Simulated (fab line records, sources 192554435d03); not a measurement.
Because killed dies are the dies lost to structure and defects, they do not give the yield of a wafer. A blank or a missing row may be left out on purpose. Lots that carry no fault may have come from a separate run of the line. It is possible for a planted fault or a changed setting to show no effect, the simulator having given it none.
fab line records	flow n5Finfet
record: lots: 6	wafers: 18	lastDay: 17
route steps=1938 shown BEOL_M12@1611 PASSIVATION@1936
lots with no fault: from the same line, run without faults
startH: the number of hours between the record's first day and the start of the first shown wafer of the lot	waitH: how many hours have passed since the lot's step before this one	" repeats the value in the row above	L1.1+2: a row that stands for several wafers	- no value, or no start given	* or withheld: withheld	< > ~ a bound
route shown NAME@n: a module of which the file shows steps, and the number in the route of the first	usual: average and standard deviation across the fault-free wafers	same: alike in all rows	chamber/n: place in a boat	sites: the reading at each site	_std_site: the values' standard deviation	_edge_site: the outer-site mean with the inner-site mean subtracted	radiusMm: for every site, how far away it sits from the centre of the wafer	mask NAME#n: copy n	behind: tool/chamber where the wafer was last shaped	hold: why the lot was held/for how many hours/how that ended	device: transistor that didn't switch, given as n, p or np	end of line: tests of these same wafers at the route's end	a step given without rows: its recipe and nothing more	killed: dies that structure and defects cost at the first sort, which is not the same as the wafer's yield	map: a wafer's dies, marking killed ones x, the rest . and places with no die _
set.NAME: the setting that was run; set.NAME@STEP: the one run at that earlier step	model.NAME: the simulator's own value behind a step, which no gauge read
lots seen at some steps along the route; tables by step, rows by wafer
services: when a tool's chamber went out of use (startH, in hours from the record's first day, below 0 if earlier), for how many hours, and the reason
== steps ==
step: N5_BEOL_M12_HARDBAKE_14
recipe: tempC: 130	timeS: 120
step: N5_BEOL_M12_CD_MEAS_10
recipe: targetCdNm: 140	landingEnergyEv: 500	detector: seInlens	polarity: opening
usual: cdNm: 141.1/1.8
lot.wafer	tool	chamber	startH	waitH	cdNm
L960.2	cdSem-01	0	243.97	-	140.0
L960.4	"	0	"	"	141.5
L960.6	"	0	"	"	144.1
L963.2	cdSem-02	0	264.99	-	142.5
L963.3	"	0	"	"	143.5
L963.4	"	0	"	"	143.1
L967.1	cdSem-01	0	297.89	-	141.3
L967.4	"	0	"	"	141.6
L967.5	"	0	"	"	141.2
L971.2	cdSem-02	0	314.31	-	143.7
L971.5	"	0	"	"	139.0
L971.6	"	0	"	"	138.8
L974.3	cdSem-02	0	348.09	-	143.8
L974.4	"	0	"	"	140.1
L974.6	"	0	"	"	141.6
L978.2	cdSem-02	0	360.49	-	142.7
L978.3	"	0	"	"	142.3
L978.6	"	0	"	"	142.4
step: N5_BEOL_M12_OVL_MEAS_11
recipe: pointsPerWafer: 44
usual: V11_OVL: 1/4.8
lot.wafer	tool	chamber	startH	waitH	V11_OVL[nm]
L960.2	overlay-02	0	244.00	0.0	3
L960.4	"	0	"	"	-3
L960.6	"	0	"	"	-5
L963.2	overlay-02	0	265.02	0.0	-2
L963.3	"	0	"	"	9
L963.4	"	0	"	"	0
L967.1	overlay-01	0	297.92	0.0	6
L967.4	"	0	"	"	9
L967.5	"	0	"	"	0
L971.2	overlay-02	0	314.34	0.0	-1
L971.5	"	0	"	"	0
L971.6	"	0	"	"	-6
L974.3	overlay-02	0	348.12	0.0	9
L974.4	"	0	"	"	4
L974.6	"	0	"	"	2
L978.2	overlay-02	0	360.52	0.0	4
L978.3	"	0	"	"	5
L978.6	"	0	"	"	-1
step: N5_BEOL_M12_INSPECT_12
recipe: mode: adi	inspectInstrument: macro
usual: rawDefectCount: 2.3/1.5
lot.wafer	tool	chamber	startH	waitH	rawDefectCount
L960.2	defectInspect-02	-	244.02	0.0	4
L960.4	"	-	"	"	1
L960.6	"	-	"	"	6
L963.2	defectInspect-01	-	265.05	0.0	0
L963.3	"	-	"	"	1
L963.4	"	-	"	"	1
L967.1	defectInspect-02	-	297.95	0.0	2
L967.4	"	-	"	"	3
L967.5	"	-	"	"	2
L971.2	defectInspect-02	-	314.36	0.0	0
L971.5	"	-	"	"	3
L971.6	"	-	"	"	6
L974.3	defectInspect-02	-	348.14	0.0	2
L974.4	"	-	"	"	2
L974.6	"	-	"	"	7
L978.2	defectInspect-02	-	360.54	0.0	1
L978.3	"	-	"	"	1
L978.6	"	-	"	"	2
step: N5_BEOL_M12_DESCUM_15
recipe: chemistry: O2	timeS: 7.9	sourcePowerW: 50	biasPowerW: 20	pressureMtorr: 20	rfFrequencyHz: 2.712e+07	tempC: 40	o2FlowSccm: 225
usual: drypumpMotorCurrentA: 5.7/0.48	oesProductAu: 0.82/0.072	rfVppV: 243.1/1.5	showerheadPlenumPTorr: 2.08/0.079	throttleValvePct: 20.38/0.26
lot.wafer	tool	chamber	startH	waitH	drypumpMotorCurrentA	oesProductAu	rfHoursCounterH	rfVppV	showerheadPlenumPTorr	throttleValvePct
L960.2	rieDiel-02	3	244.05	0.0	6.1	0.92	30	243.2	2.03	20.32
L960.4	"	2	"	"	5.7	0.85	46	244.2	2.13	20.32
L960.6	"	2	"	"	5.8	0.85	-	244.1	2.13	20.32
L963.2	rieDiel-06	2	265.10	0.1	5.6	0.68	236	242.9	2.15	20.92
L963.3	"	1	"	"	6.3	0.89	43	243.9	2.04	20.17
L963.4	"	0	"	"	5.7	0.83	84	246.3	2.22	20.28
L967.1	rieDiel-01	1	297.98	0.0	5.0	0.69	223	242.0	2.01	21.14
L967.4	"	2	"	"	6.2	0.86	52	244.2	2.12	20.28
L967.5	"	3	"	"	5.4	0.84	-	242.3	2.02	20.25
L971.2	rieDiel-06	0	314.40	0.0	5.7	0.81	100	244.2	2.21	20.31
L971.5	"	3	"	"	5.6	0.78	-	241.5	2.00	20.54
L971.6	"	1	"	"	6.3	0.86	-	242.1	2.04	20.19
L974.3	rieDiel-01	2	348.18	0.0	6.2	0.83	69	243.8	2.11	20.31
L974.4	"	0	"	"	4.7	0.95	9	241.8	2.04	19.94
L974.6	"	0	"	"	4.7	0.96	-	241.9	2.04	19.94
L978.2	rieDiel-06	0	360.58	0.0	5.7	0.79	119	244.7	2.20	20.34
L978.3	"	2	"	"	5.5	0.96	8	245.4	2.14	20.60
L978.6	"	1	"	"	6.2	0.84	-	242.3	2.03	20.20
step: N5_BEOL_M12_ETCH_59
recipe: chemistry: N2/H2	target: BARC	targetDepthA: 890	overetchA: 267	timeS: 67.9	ionEnergyEv: 200	pressureMtorr: 30	sourceW: 840	biasW: 150	n2FlowSccm: 200	h2FlowSccm: 200
usual: drypumpMotorCurrentA: 5.7/0.48	oesProductAu: 0.70/0.059	rfVppV: 523.5/2.7	showerheadPlenumPTorr: 2.53/0.094	throttleValvePct: 17.84/0.27
lot.wafer	tool	chamber	startH	waitH	drypumpMotorCurrentA	oesProductAu	rfHoursCounterH	rfVppV	showerheadPlenumPTorr	throttleValvePct
L960.2	rieDiel-02	3	244.09	0.0	6.1	0.77	30	522.7	2.47	17.71
L960.4	"	2	"	"	5.8	0.72	46	526.4	2.61	17.86
L960.6	"	2	"	"	5.8	0.72	-	525.7	2.61	17.86
L963.2	rieDiel-06	2	265.14	0.0	5.6	0.59	236	526.0	2.62	18.47
L963.3	"	1	"	"	6.3	0.74	43	521.3	2.47	17.52
L963.4	"	0	"	"	5.7	0.69	84	527.5	2.68	17.68
L967.1	rieDiel-01	1	298.02	0.0	5.0	0.59	223	520.8	2.43	18.52
L967.4	"	2	"	"	6.2	0.73	52	524.9	2.58	17.74
L967.5	"	3	"	"	5.4	0.72	-	521.4	2.45	17.71
L971.2	rieDiel-06	0	314.43	0.0	5.7	0.68	100	528.3	2.67	17.69
L971.5	"	3	"	"	5.6	0.64	-	520.2	2.45	18.05
L971.6	"	1	"	"	6.3	0.73	-	520.7	2.47	17.54
L974.3	rieDiel-01	2	348.21	0.0	6.2	0.72	69	524.3	2.57	17.77
L974.4	"	0	"	"	4.7	0.81	9	522.8	2.51	17.52
L974.6	"	0	"	"	4.7	0.81	-	521.7	2.51	17.53
L978.2	rieDiel-06	0	360.61	0.0	5.7	0.67	119	526.2	2.66	17.74
L978.3	"	2	"	"	5.5	0.80	8	523.8	2.61	18.09
L978.6	"	1	"	"	6.2	0.70	-	520.8	2.46	17.59
step: N5_BEOL_M12_VIA_ETCH_16
recipe: chemistry: C4F8/O2/Ar	target: SiOC	pressureMtorr: 30	sourceW: 3000	biasW: 700	Ar_flow_sccm: 400	C4F8_flow_sccm: 15	O2_flow_sccm: 8	heInnerTorr: 15	heOuterTorr: 30	targetDepthA: 7248	timeS: withheld	ionEnergyEv: 250	ends: cleared
usual: drypumpMotorCurrentA: 5.7/0.48	oesProductAu: 0.74/0.066	rfVppV: 665/3.3	showerheadPlenumPTorr: 3.41/0.12	throttleValvePct: 24.20/0.24
lot.wafer	tool	chamber	startH	waitH	drypumpMotorCurrentA	oesProductAu	rfVppV	showerheadPlenumPTorr	throttleValvePct
L960.2	rieDiel-02	3	244.14	0.0	6.1	0.83	664	3.34	24.20
L960.4	"	2	"	"	5.8	0.76	667	3.49	24.16
L960.6	"	2	"	"	5.8	0.78	668	3.49	24.17
L963.2	rieDiel-06	2	265.19	0.0	5.5	0.62	669	3.50	24.68
L963.3	"	1	"	"	6.3	0.80	664	3.33	23.90
L963.4	"	0	"	"	5.7	0.74	669	3.61	24.11
L967.1	rieDiel-01	1	298.07	0.0	5.0	0.62	659	3.26	24.75
L967.4	"	2	"	"	6.2	0.78	669	3.48	24.17
L967.5	"	3	"	"	5.4	0.78	662	3.33	24.14
L971.2	rieDiel-06	0	314.48	0.0	5.7	0.72	668	3.60	24.14
L971.5	"	3	"	"	5.6	0.69	663	3.30	24.39
L971.6	"	1	"	"	6.3	0.77	663	3.32	23.93
L974.3	rieDiel-01	2	348.26	0.0	6.2	0.75	667	3.47	24.21
L974.4	"	0	"	"	4.7	0.86	664	3.33	23.71
L974.6	"	0	"	"	4.7	0.85	664	3.33	23.70
L978.2	rieDiel-06	0	360.66	0.0	5.7	0.70	670	3.59	24.16
L978.3	"	2	"	"	5.6	0.86	669	3.49	24.40
L978.6	"	1	"	"	6.3	0.76	663	3.31	23.95
step: N5_BEOL_M12_STRIP_63
recipe: chemistry: N2/H2	powerW: 1000	tempC: 250	h2Frac: 0.65	overashFraction: 0.3	pressureMtorr: 1000	n2FlowSccm: 1750	h2FlowSccm: 3250
usual: drypumpMotorCurrentA: 5.8/0.48	heaterPowerW: 355/24	oesProductAu: 0.693/0.0048	stripTimeToEndpointS: 42.3/0.93
lot.wafer	tool	chamber	startH	waitH	drypumpMotorCurrentA	heaterPowerW	oesProductAu	rfHoursCounterH	stripTimeToEndpointS
L960.2	plasmaAsher-02	1	244.34	-	5.9	319	0.687	120	43.0
L960.4	"	0	"	"	5.9	384	0.684	-	41.6
L960.6	"	1	"	"	5.9	316	0.692	-	43.3
L963.2	plasmaAsher-02	1	265.39	-	5.9	319	0.702	125	43.0
L963.3	"	1	"	"	5.9	318	0.693	-	42.1
L963.4	"	0	"	"	5.9	385	0.693	-	42.2
L967.1	plasmaAsher-02	1	298.27	-	5.9	321	0.690	132	43.2
L967.4	"	0	"	"	5.8	383	0.695	-	42.6
L967.5	"	1	"	"	5.8	319	0.696	-	42.4
L971.2	plasmaAsher-02	1	314.68	-	5.9	312	0.698	134	42.2
L971.5	"	1	"	"	5.9	310	0.686	-	40.2
L971.6	"	0	"	"	5.8	382	0.686	-	40.8
L974.3	plasmaAsher-02	1	348.48	-	5.9	316	0.687	-	44.2
L974.4	"	0	"	"	5.8	391	0.703	-	43.0
L974.6	"	1	"	"	5.9	319	0.697	-	43.7
L978.2	plasmaAsher-01	1	360.86	-	6.4	350	0.692	92	43.1
L978.3	"	0	"	"	5.0	360	0.693	-	43.6
L978.6	"	0	"	"	5.1	375	0.695	-	42.3
step: N5_BEOL_M12_STRIP_64
recipe: chemistry: N2/H2	powerW: 1000	tempC: 250	h2Frac: 0.65	overashFraction: 0.3	pressureMtorr: withheld	n2FlowSccm: 1750	h2FlowSccm: 3250
usual: drypumpMotorCurrentA: 5.8/0.48	heaterPowerW: 355/24	oesProductAu: 0.715/0.0052	stripTimeToEndpointS: 31.33/0.084
lot.wafer	tool	chamber	startH	waitH	drypumpMotorCurrentA	heaterPowerW	oesProductAu	rfHoursCounterH	stripTimeToEndpointS
L960.2	plasmaAsher-02	1	244.40	0.0	5.9	319	0.713	120	31.37
L960.4	"	0	"	"	5.8	383	0.718	-	31.33
L960.6	"	1	"	"	5.9	318	0.715	-	31.31
L963.2	plasmaAsher-02	1	265.45	0.0	5.9	320	0.707	125	31.41
L963.3	"	1	"	"	5.9	318	0.704	-	31.32
L963.4	"	0	"	"	5.9	392	0.711	-	31.33
L967.1	plasmaAsher-02	1	298.33	0.0	5.9	327	0.716	132	31.29
L967.4	"	0	"	"	5.9	389	0.721	-	31.18
L967.5	"	1	"	"	5.9	317	0.722	-	31.27
L971.2	plasmaAsher-02	1	314.74	0.0	5.9	314	0.708	134	31.34
L971.5	"	1	"	"	5.9	318	0.708	-	31.46
L971.6	"	0	"	"	5.9	392	0.723	-	31.30
L974.3	plasmaAsher-02	1	348.54	0.0	5.9	323	0.717	-	31.39
L974.4	"	0	"	"	5.9	397	0.711	-	31.33
L974.6	"	1	"	"	5.9	318	0.715	-	31.36
L978.2	plasmaAsher-01	1	360.92	0.0	6.4	359	0.709	93	31.39
L978.3	"	0	"	"	5.0	362	0.711	-	31.20
L978.6	"	0	"	"	5.0	364	0.720	-	31.25
step: N5_BEOL_M12_STRIP_71
recipe: chemistry: postEtchResidueRemover	timeS: 60	tempC: 25	removerPh: withheld	removerWaterWtPct: withheld	removerFluorideWtPct: withheld
step: N5_BEOL_M12_SRD_72
recipe: timeS: 30	tempC: 23	rinseLiquid: diw	dry: n2Spin	spinRpm: 1500	dryTimeS: 30
step: N5_BEOL_M12_CD_MEAS_17
recipe: targetCdNm: 140	polarity: opening
usual: cdNm: 141.9/2.2
lot.wafer	tool	chamber	startH	waitH	cdNm
L960.2	cdSem-02	-	244.55	0.0	141.7
L960.4	"	-	"	"	143.4
L960.6	"	-	"	"	145.9
L963.2	cdSem-01	-	265.61	0.0	142.8
L963.3	"	-	"	"	145.2
L963.4	"	-	"	"	144.8
L967.1	cdSem-02	-	298.48	0.0	143.0
L967.4	"	-	"	"	141.2
L967.5	"	-	"	"	141.9
L971.2	cdSem-02	-	314.89	0.0	145.5
L971.5	"	-	"	"	141.5
L971.6	"	-	"	"	139.6
L974.3	cdSem-01	-	348.67	0.0	142.9
L974.4	"	-	"	"	140.4
L974.6	"	-	"	"	142.7
L978.2	cdSem-01	-	361.07	0.0	145.1
L978.3	"	-	"	"	143.9
L978.6	"	-	"	"	144.8
step: N5_BEOL_M12_COAT_65
recipe: resist: SOC	tempC: 250	timeS: 60	spinRpm: 1500	resistThkNm: 300
usual: spinSpeedRpm: 1499.9/1.1
lot.wafer	tool	chamber	startH	waitH	spinSpeedRpm	model.SOC_of_BEOL_M12_COAT_65.thkNm
L960.2	lithoTrack-03	0	244.58	0.0	1500.5	300.6
L960.4	"	0	"	"	1499.9	300.8
L960.6	"	0	"	"	1500.3	301
L963.2	lithoTrack-02	0	265.65	0.0	1536.8	298
L963.3	"	0	"	"	1536.5	297.2
L963.4	"	0	"	"	1538.4	297.8
L967.1	lithoTrack-02	0	298.52	0.0	1536.6	295.6
L967.4	"	0	"	"	1536.1	295.6
L967.5	"	0	"	"	1536.7	296
L971.2	lithoTrack-03	0	314.93	0.0	1500.0	299
L971.5	"	0	"	"	1500.0	299
L971.6	"	0	"	"	1499.6	299.2
L974.3	lithoTrack-02	0	348.71	0.0	1500.3	299.8
L974.4	"	0	"	"	1501.3	300.2
L974.6	"	0	"	"	1499.9	300.2
L978.2	lithoTrack-04	0	361.11	0.0	1497.5	298.6
L978.3	"	0	"	"	1504.2	298.8
L978.6	"	0	"	"	1499.6	299.2
step: N5_BEOL_M12_COAT_66
recipe: resist: SiARC	tempC: 220	timeS: 60	spinRpm: 1500	resistThkNm: 110
step: N5_PASSIVATION_PROBE_49
usual: defectLimitedYield: 91.0/1.5	killed_at_M0_to_M3: 34/11	killed_at_M4_up: 14/5.3	killedAtContacts: 13/7	killedAtFrontEnd: 41/13	killedAtOther: 4/3.1	killedDies: 106/17	killedOpen: 70/12	killedShort: 35/8	sort_bin_5_function: 5.2/0.98	sort_bin_6_memory: 3.4/0.69	sortNPass: 1074/17	sortYieldPct: 91.0/1.5
same: grossDies: 1180	killedAtBackSide: 0	sort_bin_4_leakage[%]: 0	sort_bin_8_speed[%]: 0
lot.wafer	tool	chamber	startH	waitH	defectLimitedYield[%]	killed_at_M0_to_M3	killed_at_M4_up	killedAtContacts	killedAtFrontEnd	killedAtOther	killedDies	killedOpen	killedShort	sort_bin_5_function[%]	sort_bin_6_memory[%]	sortNPass	sortYieldPct[%]
L960.2	prober-01	-	282.31	0.1	90.0	28	10	12	55	13	118	72	40	5.4	4.1	1062	90.0
L960.4	prober-01	-	282.41	0.2	92.1	32	13	6	35	7	93	58	34	4.5	2.9	1087	92.1
L960.6	prober-01	-	282.51	0.3	91.2	17	9	11	60	7	104	63	37	6.5	2.3	1076	91.2
L967.1	prober-02	-	339.59	0.0	91.4	15	13	15	55	4	102	58	39	4.8	3.1	1078	91.4
L967.4	prober-02	-	339.74	0.2	90.6	19	10	10	62	10	111	77	33	5.9	3.3	1069	90.6
L967.5	prober-02	-	339.79	0.2	91.4	26	5	15	52	3	101	63	37	5.4	2.5	1079	91.4
L971.5	prober-01	-	353.26	0.2	91.4	28	27	10	36	1	102	74	26	4.4	4.1	1078	91.4
killed by level:class
L960.2 STI_FIN_REVEAL:geometricParticle:open=17 BEOL_M0_SAQP:geometricParticle:short=8 BEOL_M0_SAQP:geometricParticle:open=8 FIN_SAQP:geometricParticle:short=7 STI_FIN_REVEAL:geometricParticle:short=6 BEOL_M4:geometricParticle:open=6 FIN_SAQP:geometricParticle:open=5 PASS1_CAP:geometricParticle:open=5
L960.4 BEOL_M2:geometricParticle:open=11 BEOL_M4:geometricParticle:open=10 STI_FIN_REVEAL:geometricParticle:open=10 BEOL_M0_SAQP:geometricParticle:open=5 FIN_SAQP:geometricParticle:short=4 DUMMY_GATE:geometricParticle:open=4 MOL_CONTACT_COAG:geometricParticle:open=4 BEOL_M1:geometricParticle:short=4
L960.6 STI_FIN_REVEAL:geometricParticle:open=12 FIN_SAQP:geometricParticle:short=11 MOL_CONTACT_COAG:geometricParticle:open=7 GATE_CUT:geometricParticle:open=7 FIN_SAQP:geometricParticle:open=6 DUMMY_GATE:geometricParticle:open=6 BEOL_M2:geometricParticle:open=6 GATE_CUT:geometricParticle:short=5
L967.1 STI_FIN_REVEAL:geometricParticle:open=22 FIN_SAQP:geometricParticle:short=12 MOL_CONTACT_COAG:geometricParticle:open=11 STI_FIN_REVEAL:geometricParticle:short=7 BEOL_M0_SAQP:geometricParticle:short=6 FIN_SAQP:geometricParticle:open=5 MOL_CONTACT_COAG:geometricParticle:short=4 BEOL_M4:geometricParticle:open=4
L967.4 STI_FIN_REVEAL:geometricParticle:open=22 FIN_SAQP:geometricParticle:short=11 FIN_SAQP:geometricParticle:open=8 MOL_CONTACT_COAG:geometricParticle:open=7 BEOL_M0_SAQP:geometricParticle:short=6 GATE_CUT:geometricParticle:open=5 BEOL_M4:geometricParticle:open=5 MIM_TOP:geometricParticle:short=4
L967.5 STI_FIN_REVEAL:geometricParticle:open=15 FIN_SAQP:geometricParticle:open=12 MOL_CONTACT_COAG:geometricParticle:open=10 FIN_SAQP:geometricParticle:short=8 BEOL_M0_SAQP:geometricParticle:open=6 MOL_CONTACT_COAG:geometricParticle:short=5 BEOL_M0_SAQP:geometricParticle:short=5 BEOL_M0:geometricParticle:short=4
L971.5 STI_FIN_REVEAL:geometricParticle:open=15 BEOL_M4:geometricParticle:open=15 MOL_CONTACT_COAG:geometricParticle:open=8 BEOL_M1:geometricParticle:open=7 BEOL_M2:geometricParticle:open=7 BEOL_M0_SAQP:geometricParticle:short=6 DUMMY_GATE:geometricParticle:open=5 STARTING-WAFER:geometricParticle:short=3
== services ==
tool	chamber	startH	hours	kind
rieDiel-02	2	235.45	2.4	repair
rieDiel-01	3	246.14	18.9	repair
rieDiel-01	2	299.37	5.1	repair
rieDiel-01	0	304.44	-	clean
rieDiel-01	0	304.44	-	consumableReplace:focusRing
rieDiel-01	0	304.44	18.2	scheduledDown
rieDiel-01	0	304.44	18.2	ventCycle
rieDiel-01	-	311.59	0.2	repair
rieDiel-06	2	312.32	-	clean
rieDiel-06	2	312.32	-	consumableReplace:focusRing
rieDiel-06	2	312.32	23.8	scheduledDown
rieDiel-06	2	312.32	23.8	ventCycle
rieDiel-02	2	343.93	4.8	repair
== key ==
firstSign: step: N5_BEOL_M12_COAT_65	reading: spinSpeedRpm	direction: up	sigmas: 32	usual: *	struck: *
effect none on later readings
modelEffect: step: N5_BEOL_M12_COAT_65	value: SOC_of_BEOL_M12_COAT_65.thkNm	without: 300.4	struck: 296.7
metAt N5_BEOL_M12_COAT_65
struckWafers L963.2,L963.3,L963.4,L967.1,L967.4,L967.5
fault: kind: processParameterDrift	tool: lithoTrack-02	chamber: -	onsetH: 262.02	steps: N5_BEOL_M12_COAT_65	channel: spinRpm	offset: *	shape: step	endH: 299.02	actsIn: *	stated: *
